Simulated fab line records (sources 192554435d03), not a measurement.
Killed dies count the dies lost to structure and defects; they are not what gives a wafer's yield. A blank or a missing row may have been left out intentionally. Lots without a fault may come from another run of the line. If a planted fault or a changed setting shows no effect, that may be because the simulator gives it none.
Chamber matching	flow n5Finfet	4 sister chambers for N5_BEOL_M5_ALD_86 on aldMetal-02
The step deposits TaN, pulse time 2 s, purge time 3 s, co reactant purge time 2 s. 16 wafers are shown with their chamber, then 8 later ones without.

## WAFERS, EACH WITH ITS CHAMBER
wafer	chamber	heaterPowerW (W)
L074.1	0	426
L074.2	3	475
L074.3	2	480
L077.1	0	417
L077.3	1	404
L077.5	1	415
L081.1	0	434
L081.3	1	403
L081.5	2	483
L086.1	3	470
L086.3	0	415
L086.4	2	460
L084.1	2	490
L084.5	2	473
L084.6	1	407
L085.2	3	476

SIGNATURES (averages over the wafers above)
reading	chamber 0	chamber 1	chamber 2	chamber 3	scatter within a chamber
heaterPowerW	423.00	407.25	477.20	473.67	8.46
Rule: for each reading, subtract the chamber's mean from the wafer's reading, divide by that reading's scatter and square the result; add these up over the readings and take the root, which gives the wafer's distance from the chamber. If the next closest chamber is less than 2 further off than the closest, the wafer can't be placed; otherwise it belongs to the closest. How the scatter is found: for the shown wafers, subtract from each reading the mean of its chamber, square and add these, divide the total by (wafers less chambers), then take the root.

## WAFERS WITHOUT THEIR CHAMBER
wafer	heaterPowerW (W)
L085.3	418
L085.4	425
L096.4	491
L096.5	477
L096.6	479
L097.1	469
L097.2	408
L097.6	472

## CHAMBER TAKEN BY EACH
wafer	from the rows above	in truth
L085.3	can't be placed: 0 or 1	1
L085.4	can't be placed: 0 or 1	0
L096.4	can't be placed: 2 or 3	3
L096.5	can't be placed: 2 or 3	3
L096.6	can't be placed: 2 or 3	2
L097.1	can't be placed: 3 or 2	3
L097.2	can't be placed: 1 or 0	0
L097.6	can't be placed: 3 or 2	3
Placed correctly: 0 of 8. Not placeable from these rows: 8 (in 8, the candidates include the true chamber). 0 placed wrongly.
